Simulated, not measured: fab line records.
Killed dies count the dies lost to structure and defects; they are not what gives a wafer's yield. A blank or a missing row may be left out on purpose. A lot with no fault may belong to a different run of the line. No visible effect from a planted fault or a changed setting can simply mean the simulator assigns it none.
Comparing a struck lot with a sound one    flow n5 finfet    27 steps out of a route of 1938
Sound: the wafers L847.2, L847.4, L847.5. Wafers L845.1, L845.2, L845.4 were the ones struck. At the end, the cause is stated.
For every step that has rows: the tool of each side, followed by ch and its chambers, followed by its first start. Under that, the readings that differ: sound wafers    struck wafers    difference of the means    sigmas: that difference in standard deviations of wafers without a fault.
alike: a reading whose means differ by less than 2 such deviations, as well as words and numbers matching on both sides. not compared: withheld readings; readings where some wafer has no value; bounds like >300 that might hide an equal value; numbers whose values overlap and for which the record gives no deviation.
A row with sigmas, a row that says differs or no value, or rows on one side alone: a step with any of these is where the two part. Numbers that don't overlap but have no deviation are shown without sigmas and don't part them. A reading that every wafer of one side lacks parts them only if that side has two wafers or more.

first, 10 steps without rows for these wafers: N5_BEOL_M3_DESCUM_16 (chemistry O2, time 7 s); N5_BEOL_M3_ETCH_74 (etches underlayer in N2/H2, target depth 6.5 nm, time 5.2 s); N5_BEOL_M3_ETCH_63 (etches SiARC in CF4, target depth 15.6 nm, time 26 s); N5_BEOL_M3_ETCH_64 (etches SOC in N2/H2, target depth 75 nm, overetch 15 nm, time 112.5 s); N5_BEOL_M3_STRIP_65 (strips in N2/H2); N5_BEOL_M3_STRIP_75 (strips in N2/H2); N5_BEOL_M3_STRIP_66 (strips in CF4); N5_BEOL_M3_HM_OPEN_17 (chemistry Cl2/BCl3, target TiN, target depth 20 nm, overetch 6 nm); N5_BEOL_M3_STRIP_19 (strips in O2); N5_BEOL_M3_COAT_67 (time 60 s, resist thk 60 nm).
N5_BEOL_M3_COAT_68: time 60 s, resist thk 12 nm.
  sound on litho track-02 ch 0, day 12 00:29; struck on litho track-05 ch 0, day 11 17:57
reading                                     sound                 struck                difference  sigmas
spin speed rpm (rpm)                        1501.5 1499.5 1500.8  1754.9 1755.6 1755.6  +254.8      +99 or more
model.SiARC_of_BEOL_M3_COAT_68.thk nm (nm)  12 12 12              11 11 11              -1          
then, 9 steps without rows for these wafers: N5_BEOL_M3_COAT_76 (time 60 s, resist thk 5 nm); N5_BEOL_M3_COAT_22 (resist thk 30 nm); N5_BEOL_M3_EBR_24; N5_BEOL_M3_SOFTBAKE_23 (time 60 s); N5_BEOL_M3_EXPOSE_25 (exposes mask V2, defocus 5 nm); N5_BEOL_M3_PEB_26 (peb time 60 s); N5_BEOL_M3_DEVELOP_27 (develop time 30 s); N5_BEOL_M3_DESCUM_33 (chemistry O2, time 7 s); N5_BEOL_M3_ETCH_77 (etches underlayer in N2/H2, target depth 6.5 nm, time 5.2 s).
N5_BEOL_M3_ETCH_69: etches SiARC in CF4, target depth 15.6 nm, time 26 s.
  sound on rie diel-05 ch 0,2,3, day 12 01:05; struck on rie diel-02 ch 1,2,3, day 11 18:25
reading                   sound           struck             difference  sigmas
etch rf on time s (s)     26.5 25.8 25.6  24.6 23.4 23.7     -2.1        -4
model.etch.depth nm (nm)  12.02 12.02 12  11.05 11.08 11.09  -0.94       
  alike: drypump motor current A, oes product au, rf vpp V, showerhead plenum p Torr, throttle valve pct
  not compared: rf hours counter h
then, 2 steps without rows for these wafers: N5_BEOL_M3_ALD_98 (deposits SiO2, target thk 2.5 nm, pulse time 1 s, co reactant pulse time 1 s); N5_BEOL_M3_ETCHBACK_99 (etches SiO2 in CHF3, target depth 5 nm, time 10.4 s).
N5_BEOL_M3_ETCH_70: etches SOC in N2/H2, target depth 80 nm, overetch 16 nm, time 120 s.
  sound on rie diel-05 ch 0,3, day 12 11:22; struck on rie diel-02 ch 0,1,2, day 11 23:10
reading                                     sound        struck       difference  sigmas
model.SiARC_of_BEOL_M3_COAT_68.thk nm (nm)  6.6 6.2 6.6  5.6 5.4 5.8  -0.9        
  alike: drypump motor current A, oes product au, rf vpp V, showerhead plenum p Torr, throttle valve pct
  not compared: rf hours counter h
then, 1 step without rows for these wafers: N5_BEOL_M3_STRIP_71 (strips in N2/H2).
N5_BEOL_M4_RC_MEAS_101:
  sound on prober-02 ch 0, day 13 16:05; struck on prober-02 ch 0, day 13 14:07
  alike: DIBL_N, DIBL_P, IOFF_N, IOFF_P, ION_N, ION_P, SS_N, SS_P, VT_N, VT_P
after that, 1 step had no rows for these wafers: N5_PASSIVATION_PROBE_49.

WHERE THEY PART
First at N5_BEOL_M3_COAT_68; last, within this record, at N5_BEOL_M3_ETCH_69. Later steps at which nothing parts them and some readings are alike: N5_BEOL_M3_ETCH_70, N5_BEOL_M4_RC_MEAS_101.

WHY: whatever the simulator had introduced
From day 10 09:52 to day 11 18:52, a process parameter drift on litho track-05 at N5_BEOL_M3_COAT_68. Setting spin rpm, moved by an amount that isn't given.
